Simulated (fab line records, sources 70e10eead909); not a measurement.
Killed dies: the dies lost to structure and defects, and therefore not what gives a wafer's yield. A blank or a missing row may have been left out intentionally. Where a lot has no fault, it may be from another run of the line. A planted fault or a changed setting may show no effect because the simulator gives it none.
fab line records	flow nand-harc
record: lots: 13	wafers: 39	last-day: 33
route steps=1302 shown P_M0@268 P_M1@295 END@1302
lots untouched by any fault: they come from a run of this same line in which no faults occurred
start-h: hours from the record's first day to the start of the lot's first wafer shown	wait-h: hours since the lot's step before	" as in the row above	L1.1+2: a row that stands for several wafers	- no value, or no start given	* or withheld: withheld	< > ~ a bound
route shown NAME@n: NAME is a module with steps in the file, n the number in the route of the first one	usual: the fault-free wafers' mean and standard deviation	same: alike in all rows	chamber/n: place in a boat	sites: the reading at each site	_std_site: standard deviation across them	_edge_site: outer sites' mean less inner sites'	radius-mm: for every site, how far away it sits from the centre of the wafer	mask NAME#n: copy n	behind: the most recent tool/chamber to have shaped the wafer	hold: what put the lot on hold/how long, in hours/how the hold closed	device: the n, p or np transistor that did not switch	end of line: at the end of the route, the tests of the same wafers	where a step has no rows: the recipe by itself	killed: dies lost to structure and defects at the first sort, not the wafer's yield	map: a wafer's dies, marking killed ones x, the rest . and places with no die _
set.NAME: the setting that was run; set.NAME@STEP: the one run at that earlier step	model.NAME: the simulator's own value behind a step, which no gauge read
route steps across a sampled set of lots; one table per step, one row per wafer
services: when a tool's chamber went out of use (start-h, in hours from the record's first day, below 0 if earlier), for how many hours, and the reason
== steps ==
step: NHARC_P_M0_ETCH_15
recipe: target-depth-a: 1500	overetch-a: 150	time-s: 82.5	c4f8-flow-sccm: withheld	ar-flow-sccm: 400	rf-w: 600	bias-w: 300	chemistry: C4F8/Ar
usual: oes-product-au: 0.956/0.019	rf-vpp-V: 441.3/2.5
lot.wafer	tool	chamber	start-h	wait-h	oes-product-au	rf-hours-counter-h	rf-vpp-V
L408.2	rie-diel-10	2	-	-	0.954	17	445.6
L408.1	"	3	"	"	0.952	16	440.7
L408.5	"	1	"	"	0.924	-	441.8
L409.4	rie-diel-10	0	-	-	0.979	19	441.2
L409.1	"	2	"	"	0.960	18	446.0
L409.6	"	0	"	"	0.986	-	441.7
L411.2	rie-diel-11	3	-	-	0.952	15	443.0
L411.3	"	1	"	"	0.966	12	441.2
L411.1	"	2	"	"	0.955	13	436.8
L412.2	rie-diel-10	1	-	-	0.952	28	441.4
L412.1	"	3	"	"	0.955	28	441.7
L412.6	"	1	"	"	0.952	-	440.5
L413.2	rie-diel-11	2	-	-	0.978	17	437.9
L413.6	"	3	"	"	0.959	-	444.0
L413.5	"	0	"	"	0.956	-	440.5
L414.1	rie-diel-11	2	-	-	0.957	21	437.4
L414.2	"	3	"	"	0.966	22	444.1
L414.4	"	1	"	"	0.954	19	440.8
L415.1	rie-diel-03	0	-	-	0.990	25	438.3
L415.3	"	2	"	"	0.975	29	445.0
L415.5	"	0	"	"	0.991	-	438.2
L416.2	rie-diel-11	0	-	-	0.970	21	441.4
L416.4	"	1	"	"	0.954	19	441.7
L416.5	"	1	"	"	0.965	-	440.9
L417.2	rie-diel-10	2	-	-	0.923	51	444.7
L417.1	"	1	"	"	0.918	50	440.3
L417.4	"	2	"	"	0.914	-	444.3
L423.2	rie-diel-03	2	-	-	0.928	53	444.9
L423.4	"	1	"	"	0.926	59	439.2
L423.5	"	3	"	"	0.913	-	443.1
L424.2	rie-diel-10	0	-	-	0.964	11	441.0
L424.6	"	1	"	"	0.975	-	441.7
L424.5	"	2	"	"	0.973	-	443.4
L425.2	rie-diel-10	0	-	-	0.970	13	441.2
L425.3	"	1	"	"	0.980	15	442.0
L425.1	"	3	"	"	0.950	12	441.2
L431.4	rie-diel-10	2	-	-	0.946	31	444.8
L431.3	"	3	"	"	0.950	28	439.7
L431.6	"	3	"	"	0.944	-	441.3
step: NHARC_P_M0_CD_MEAS_16
usual: cd-nm: 90.3/0.73
lot.wafer	tool	chamber	start-h	wait-h	cd-nm
L408.1	cd-sem-03	-	125.81	-	89.7
L408.2	"	-	"	"	89.9
L408.5	"	-	"	"	89.4
L409.1	cd-sem-03	-	128.01	-	90.1
L409.4	"	-	"	"	90.5
L409.6	"	-	"	"	90.2
L411.1	cd-sem-01	-	152.23	-	90.2
L411.2	"	-	"	"	90.7
L411.3	"	-	"	"	91.0
L412.1	cd-sem-01	-	158.95	-	90.4
L412.2	"	-	"	"	89.1
L412.6	"	-	"	"	91.6
L413.2	cd-sem-01	-	174.75	-	90.3
L413.5	"	-	"	"	89.8
L413.6	"	-	"	"	90.3
L414.1	cd-sem-03	-	193.66	-	91.3
L414.2	"	-	"	"	90.2
L414.4	"	-	"	"	91.2
L415.1	cd-sem-03	-	194.18	-	89.2
L415.3	"	-	"	"	88.8
L415.5	"	-	"	"	90.4
L416.2	cd-sem-03	-	202.87	-	90.1
L416.4	"	-	"	"	90.7
L416.5	"	-	"	"	90.6
L417.1	cd-sem-02	-	219.84	-	90.9
L417.2	"	-	"	"	90.8
L417.4	"	-	"	"	90.3
L423.2	cd-sem-03	-	279.96	-	90.4
L423.4	"	-	"	"	88.5
L423.5	"	-	"	"	88.5
L424.2	cd-sem-03	-	286.48	-	92.4
L424.5	"	-	"	"	90.6
L424.6	"	-	"	"	89.9
L425.1	cd-sem-03	-	291.65	-	91.0
L425.2	"	-	"	"	90.8
L425.3	"	-	"	"	89.5
L431.3	cd-sem-03	-	348.78	-	90.2
L431.4	"	-	"	"	90.3
L431.6	"	-	"	"	89.6
step: NHARC_P_M0_PRE_CLEAN_29
recipe: time-s: 30	temp-c: 280	gas: H2/He
usual: heater-power-w: 396/39
lot.wafer	tool	chamber	start-h	wait-h	heater-power-w
L408.1	pvd-sputter-03	-	-	-	397
L408.2	"	-	"	"	452
L408.5	"	-	"	"	392
L409.4	pvd-sputter-02	-	-	-	443
L409.1	"	-	"	"	403
L409.6	"	-	"	"	418
L411.1	pvd-sputter-03	-	-	-	448
L411.2	"	-	"	"	369
L411.3	"	-	"	"	425
L412.1	pvd-sputter-02	-	-	-	359
L412.2	"	-	"	"	421
L412.6	"	-	"	"	356
L413.2	pvd-sputter-03	-	-	-	438
L413.5	"	-	"	"	429
L413.6	"	-	"	"	387
L414.4	pvd-sputter-03	-	-	-	386
L414.1	"	-	"	"	391
L414.2	"	-	"	"	439
L415.1	pvd-sputter-02	-	-	-	358
L415.3	"	-	"	"	347
L415.5	"	-	"	"	410
L416.2	pvd-sputter-03	-	-	-	389
L416.4	"	-	"	"	400
L416.5	"	-	"	"	447
L417.4	pvd-sputter-01	-	-	-	318
L417.1	"	-	"	"	458
L417.2	"	-	"	"	430
L423.4	pvd-sputter-01	-	-	-	369
L423.2	"	-	"	"	311
L423.5	"	-	"	"	360
L424.2	pvd-sputter-01	-	-	-	357
L424.5	"	-	"	"	353
L424.6	"	-	"	"	321
L425.2	pvd-sputter-02	-	-	-	408
L425.1	"	-	"	"	363
L425.3	"	-	"	"	348
L431.4	pvd-sputter-03	-	-	-	385
L431.3	"	-	"	"	385
L431.6	"	-	"	"	392
step: NHARC_P_M1_CD_MEAS_09
recipe: target-cd-nm: 130	landing-energy-ev: 500
usual: cd-nm: 129.9/0.49
lot.wafer	tool	chamber	start-h	wait-h	hold	cd-nm
L408.1	cd-sem-01	0	129.72	-	-	130.5
L408.2	"	0	"	"	-	129.3
L408.5	"	0	"	"	-	129.8
L409.1	cd-sem-03	0	132.03	-	-	129.8
L409.4	"	0	"	"	-	130.0
L409.6	"	0	"	"	-	130.8
L411.1	cd-sem-02	0	155.93	-	-	129.7
L411.2	"	0	"	"	-	130.6
L411.3	"	0	"	"	-	129.6
L412.1	cd-sem-01	0	162.39	-	-	129.3
L412.2	"	0	"	"	-	130.6
L412.6	"	0	"	"	-	129.7
L413.2	cd-sem-01	0	178.20	-	-	129.8
L413.5	"	0	"	"	-	128.9
L413.6	"	0	"	"	-	129.3
L414.1	cd-sem-03	0	197.08	-	-	129.9
L414.2	"	0	"	"	-	129.3
L414.4	"	0	"	"	-	129.6
L415.1	cd-sem-02	0	197.85	-	-	129.2
L415.3	"	0	"	"	-	129.7
L415.5	"	0	"	"	-	129.6
L416.2	cd-sem-02	0	206.33	-	-	129.5
L416.4	"	0	"	"	-	129.8
L416.5	"	0	"	"	-	130.9
L417.1	cd-sem-03	0	223.41	-	-	129.3
L417.2	"	0	"	"	-	129.4
L417.4	"	0	"	"	-	129.7
L423.2	cd-sem-03	0	283.71	-	await-dispo/0.2h/release	131.5
L423.4	"	0	"	"	await-dispo/0.2h/release	132.3
L423.5	"	0	"	"	await-dispo/0.2h/release	131.1
L423.2	cd-sem-03	0	283.89	-	-	131.1
L423.4	"	0	"	"	-	132.2
L423.5	"	0	"	"	-	131.2
L424.2	cd-sem-03	0	290.09	-	await-dispo/0.2h/release	132.4
L424.5	"	0	"	"	await-dispo/0.2h/release	132.8
L424.6	"	0	"	"	await-dispo/0.2h/release	132.5
L424.2	cd-sem-03	0	290.27	-	-	132.1
L424.5	"	0	"	"	-	132.4
L424.6	"	0	"	"	-	132.3
L425.1	cd-sem-03	0	295.16	-	await-dispo/0.2h/release	131.5
L425.2	"	0	"	"	await-dispo/0.2h/release	131.9
L425.3	"	0	"	"	await-dispo/0.2h/release	131.9
L425.1	cd-sem-03	0	295.34	-	-	131.5
L425.2	"	0	"	"	-	132.0
L425.3	"	0	"	"	-	132.2
L431.3	cd-sem-02	0	352.36	-	-	129.9
L431.4	"	0	"	"	-	130.0
L431.6	"	0	"	"	-	129.8
step: NHARC_END_SORT_01
recipe: temp-c: 25
usual: defect-limited-yield: 90.9/2.8	killed-at-array: 57/20	killed-at-other: 1.3/1.4	killed-at-periphery: 3.4/2.4	killed-dies: 61/19	killed-open: 2.9/1.8	killed-short: 2.5/1.6
same: gross-dies: 677
lot.wafer	tool	chamber	start-h	wait-h	defect-limited-yield[%]	killed-at-array	killed-at-other	killed-at-periphery	killed-dies	killed-open	killed-short
L408.1	prober-02	0	577.03	2.5	96.5	21	0	3	24	2	2
L408.2	prober-02	0	577.84	2.8	97.0	18	1	1	20	1	1
L408.5	prober-02	0	580.27	3.7	95.0	31	0	3	34	3	3
L412.1	prober-02	0	588.96	2.5	90.4	57	1	7	65	3	5
L412.2	prober-02	0	589.75	2.8	89.8	64	0	5	69	3	5
L412.6	prober-02	0	592.90	3.9	89.8	64	0	5	69	3	1
L411.1	prober-02	0	606.62	2.5	94.1	36	0	4	40	4	4
L411.2	prober-02	0	607.42	2.8	92.9	44	0	4	48	0	3
L411.3	prober-02	0	608.22	3.1	93.6	38	0	5	43	4	1
L413.2	prober-01	0	628.44	2.8	92.6	45	0	5	50	4	3
L413.5	prober-01	0	630.83	3.7	91.4	50	4	4	58	3	6
L413.6	prober-01	0	631.63	4.0	91.6	50	1	6	57	2	1
L417.1	prober-01	0	662.15	2.5	91.4	52	1	5	58	2	5
L417.2	prober-01	0	662.96	2.8	92.6	48	1	1	50	1	4
L417.4	prober-01	0	664.57	3.4	92.8	45	2	2	49	2	3
L423.4	prober-02	0	714.26	3.4	90.4	64	0	1	65	1	2
L424.2	prober-02	0	736.62	2.8	88.8	75	1	0	76	0	2
L424.5	prober-02	0	739.02	3.7	88.2	75	0	5	80	7	9
L424.6	prober-02	0	739.81	4.0	87.3	82	1	3	86	3	5
L425.1	prober-01	0	761.89	2.5	91.3	46	5	8	59	5	1
L425.2	prober-01	0	762.68	2.8	93.8	35	2	5	42	5	3
L425.3	prober-01	0	763.47	3.1	92.9	40	2	6	48	4	0
killed by level:class
L408.1 A_CHANNEL_HOLE_D2:chamber-film-flake=12 A_DECK1_JOINT:chamber-film-flake=2 A_CHANNEL_FILL_D2:chamber-film-flake=2 P_M0:geometric-particle:short=1 A_ONON_D1:geometric-particle:short=1 A_CHANNEL_FILL_D2:geometric-particle:open=1 A_M0:geometric-particle:open=1 P_ZERO_WELL:chamber-film-flake=1
L408.2 A_CHANNEL_HOLE_D2:chamber-film-flake=10 A_STAIRCASE:chamber-film-flake=2 A_CHANNEL_FILL_D2:chamber-film-flake=2 A_DECK1_JOINT:geometric-particle:open=1 P_STI:chamber-film-flake=1 STARTING-WAFER:geometric-particle:short=1 A_WL_FILL:chamber-film-flake=1 A_CONTACT:chamber-film-flake=1
L408.5 A_CHANNEL_HOLE_D2:chamber-film-flake=13 A_CONTACT:chamber-film-flake=4 A_WL_FILL:chamber-film-flake=3 A_ONON_D1:geometric-particle:short=2 P_STI:chamber-film-flake=2 A_CHANNEL_FILL_D2:chamber-film-flake=2 P_GATE:geometric-particle:open=1 A_ONON_D1:geometric-particle:open=1
L412.1 A_SLIT:chamber-film-flake=25 A_CHANNEL_HOLE_D1:chamber-film-flake=19 A_CHANNEL_HOLE_D2:chamber-film-flake=3 A_CONTACT:chamber-film-flake=3 P_M0:geometric-particle:short=2 A_CHANNEL_FILL_D2:chamber-film-flake=2 P_M0:geometric-particle:open=1 P_M1:geometric-particle:short=1
L412.2 A_CHANNEL_HOLE_D1:chamber-film-flake=29 A_SLIT:chamber-film-flake=20 A_CHANNEL_HOLE_D2:chamber-film-flake=5 P_GATE:chamber-film-flake=2 A_STAIRCASE:chamber-film-flake=2 P_GATE:geometric-particle:open=1 P_M0:geometric-particle:open=1 A_SOURCE_PLATE:geometric-particle:short=1
L412.6 A_SLIT:chamber-film-flake=26 A_CHANNEL_HOLE_D1:chamber-film-flake=25 A_CHANNEL_HOLE_D2:chamber-film-flake=6 P_GATE:chamber-film-flake=3 A_STAIRCASE:chamber-film-flake=2 A_M1:chamber-film-flake=2 P_GATE:geometric-particle:open=1 P_M0:geometric-particle:open=1
L411.1 A_CHANNEL_HOLE_D2:chamber-film-flake=25 A_CONTACT:chamber-film-flake=4 P_GATE:geometric-particle:short=1 P_CONTACT:geometric-particle:open=1 P_M0:geometric-particle:open=1 A_SOURCE_PLATE:geometric-particle:open=1 A_ONON_D1:geometric-particle:open=1 A_CHANNEL_FILL_D1:geometric-particle:short=1
L411.2 A_CHANNEL_HOLE_D2:chamber-film-flake=28 A_CHANNEL_HOLE_D1:chamber-film-flake=6 A_STAIRCASE:chamber-film-flake=3 A_CONTACT:chamber-film-flake=3 P_STI:chamber-film-flake=2 A_BLC:chamber-film-flake=2 P_CONTACT:geometric-particle:short=1 A_ONON_D2:geometric-particle:short=1
L411.3 A_CHANNEL_HOLE_D2:chamber-film-flake=23 A_STAIRCASE:chamber-film-flake=4 A_CONTACT:chamber-film-flake=3 A_CHANNEL_HOLE_D1:chamber-film-flake=2 A_BLC:chamber-film-flake=2 P_STI:geometric-particle:open=1 P_CONTACT:geometric-particle:short=1 P_M0:geometric-particle:open=1
L413.2 A_SLIT:chamber-film-flake=19 A_CHANNEL_HOLE_D2:chamber-film-flake=13 P_BONDPAD:chamber-film-flake=3 A_CHANNEL_HOLE_D1:chamber-film-flake=3 A_WL_FILL:chamber-film-flake=2 P_GATE:geometric-particle:open=1 A_SOURCE_PLATE:geometric-particle:open=1 A_ONON_D1:geometric-particle:short=1
L413.5 A_SLIT:chamber-film-flake=24 A_CHANNEL_HOLE_D2:chamber-film-flake=8 A_CHANNEL_HOLE_D1:chamber-film-flake=5 THIN_TSV:chamber-film-flake=4 P_GATE:chamber-film-flake=2 A_STAIRCASE:chamber-film-flake=2 A_SOURCE_PLATE:geometric-particle:open=1 A_ONON_D1:geometric-particle:open=1
L413.6 A_SLIT:chamber-film-flake=29 A_CHANNEL_HOLE_D2:chamber-film-flake=7 A_CHANNEL_HOLE_D1:chamber-film-flake=6 P_BONDPAD:chamber-film-flake=4 A_CHANNEL_FILL_D1:chamber-film-flake=2 A_WL_FILL:chamber-film-flake=2 P_CONTACT:geometric-particle:open=1 A_CHANNEL_HOLE_D1:geometric-particle:open=1
L417.1 A_SLIT:chamber-film-flake=26 A_CHANNEL_HOLE_D2:chamber-film-flake=9 A_CHANNEL_HOLE_D1:chamber-film-flake=7 P_ZERO_WELL:chamber-film-flake=3 A_ONON_D2:geometric-particle:short=2 P_STI:chamber-film-flake=2 A_ONON_D1:geometric-particle:short=1 A_CHANNEL_HOLE_D1:geometric-particle:short=1
L417.2 A_SLIT:chamber-film-flake=22 A_CHANNEL_HOLE_D2:chamber-film-flake=7 A_CHANNEL_HOLE_D1:chamber-film-flake=5 A_CONTACT:chamber-film-flake=4 A_CHANNEL_FILL_D2:geometric-particle:short=2 A_WL_FILL:chamber-film-flake=2 A_ONON_D1:geometric-particle:open=1 A_DECK1_JOINT:geometric-particle:short=1
L417.4 A_SLIT:chamber-film-flake=24 A_CHANNEL_HOLE_D2:chamber-film-flake=9 A_CHANNEL_HOLE_D1:chamber-film-flake=4 A_STAIRCASE:chamber-film-flake=2 A_CHANNEL_HOLE_D1:geometric-particle:open=1 A_CHANNEL_FILL_D1:geometric-particle:short=1 A_CHANNEL_FILL_D2:geometric-particle:open=1 A_WL_FILL:geometric-particle:short=1
L423.4 A_SLIT:chamber-film-flake=33 A_CONTACT:chamber-film-flake=11 A_SGD_CUT:chamber-film-flake=7 A_STAIRCASE:chamber-film-flake=4 A_CHANNEL_HOLE_D1:chamber-film-flake=2 A_DECK1_JOINT:chamber-film-flake=2 A_SOURCE_PLATE:geometric-particle:short=1 A_SOURCE_PLATE:geometric-particle:open=1
L424.2 A_SLIT:chamber-film-flake=33 A_CHANNEL_HOLE_D2:chamber-film-flake=18 A_CHANNEL_HOLE_D1:chamber-film-flake=12 A_BLC:chamber-film-flake=6 A_DECK1_JOINT:chamber-film-flake=2 A_CHANNEL_HOLE_D1:geometric-particle:short=1 A_M1:geometric-particle:short=1 A_STAIRCASE:chamber-film-flake=1
L424.5 A_SLIT:chamber-film-flake=29 A_CHANNEL_HOLE_D2:chamber-film-flake=15 A_CHANNEL_HOLE_D1:chamber-film-flake=11 A_CHANNEL_FILL_D1:geometric-particle:short=5 P_CONTACT:geometric-particle:open=2 A_CHANNEL_FILL_D1:geometric-particle:open=2 A_WL_FILL:geometric-particle:short=2 P_ZERO_WELL:chamber-film-flake=2
L424.6 A_SLIT:chamber-film-flake=29 A_CHANNEL_HOLE_D2:chamber-film-flake=24 A_CHANNEL_HOLE_D1:chamber-film-flake=7 A_DECK1_JOINT:chamber-film-flake=4 A_BLC:chamber-film-flake=4 A_SGD_CUT:chamber-film-flake=3 A_CONTACT:chamber-film-flake=3 P_STI:geometric-particle:short=1
L425.1 A_CHANNEL_HOLE_D1:chamber-film-flake=26 A_CONTACT:chamber-film-flake=9 THIN_TSV:chamber-film-flake=5 P_GATE:chamber-film-flake=3 A_SLIT:chamber-film-flake=3 P_STI:chamber-film-flake=2 A_CHANNEL_FILL_D1:chamber-film-flake=2 A_DECK1_JOINT:chamber-film-flake=2
L425.2 A_CHANNEL_HOLE_D1:chamber-film-flake=22 A_SLIT:chamber-film-flake=3 A_CONTACT:chamber-film-flake=3 A_CHANNEL_FILL_D1:geometric-particle:open=2 P_CONTACT:chamber-film-flake=2 THIN_TSV:chamber-film-flake=2 P_CONTACT:geometric-particle:short=1 P_CONTACT:geometric-particle:open=1
L425.3 A_CHANNEL_HOLE_D1:chamber-film-flake=21 A_CONTACT:chamber-film-flake=9 A_SLIT:chamber-film-flake=4 P_ZERO_WELL:chamber-film-flake=2 THIN_TSV:chamber-film-flake=2 A_ONON_D2:geometric-particle:open=1 A_CHANNEL_HOLE_D2:geometric-particle:open=1 A_CHANNEL_FILL_D2:geometric-particle:open=1
== services ==
tool	chamber	start-h	hours	kind
pvd-sputter-02	-	104.00	10.0	pm
rie-diel-03	-	105.37	9.0	pm
rie-diel-10	0	123.54	-	clean
rie-diel-10	1	123.54	-	clean
pvd-sputter-01	-	143.24	6.5	repair
rie-diel-10	0	154.04	18.7	repair
rie-diel-03	2	162.43	8.3	repair
rie-diel-11	1	164.12	3.9	repair
rie-diel-10	2	169.91	4.2	repair
pvd-sputter-01	-	173.65	0.8	repair
pvd-sputter-03	-	178.32	10.0	pm
rie-diel-03	-	210.27	0.7	repair
rie-diel-10	3	214.92	5.4	repair
pvd-sputter-01	-	226.00	10.0	pm
pvd-sputter-01	-	241.93	3.8	repair
rie-diel-10	-	242.54	9.0	pm
rie-diel-03	3	255.45	1.2	repair
rie-diel-11	-	255.54	9.0	pm
pvd-sputter-01	-	270.09	2.1	repair
rie-diel-11	1	281.24	6.8	repair
pvd-sputter-02	-	282.00	10.0	pm
rie-diel-03	-	282.37	9.0	pm
rie-diel-03	-	292.59	0.1	repair
rie-diel-11	3	347.65	4.0	repair
== key ==
first-sign: step: NHARC_P_M1_CD_MEAS_09	reading: visit	direction: added
effect: step: NHARC_P_M1_CD_MEAS_09	reading: cd-nm	direction: up	sigmas: 4.3	usual: 129.9	struck: 132.0
met-at NHARC_P_M1_CD_MEAS_09
struck-lots L423,L424,L425
loop-trim: step: NHARC_P_M1_EXPOSE_06	setting: dose	lots: L425
not-acting-at NHARC_P_M0_ETCH_15,NHARC_P_M0_CD_MEAS_16,NHARC_P_M0_PRE_CLEAN_29
onset-between 223.41 283.71
fault: kind: metrology-matching-offset	tool: cd-sem-03	chamber: -	onset-h: 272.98	steps: NHARC_P_M1_CD_MEAS_09	param: cd-nm	offset: 2.3073
loop-trim: a control loop set the setting to another value than it would have without faults
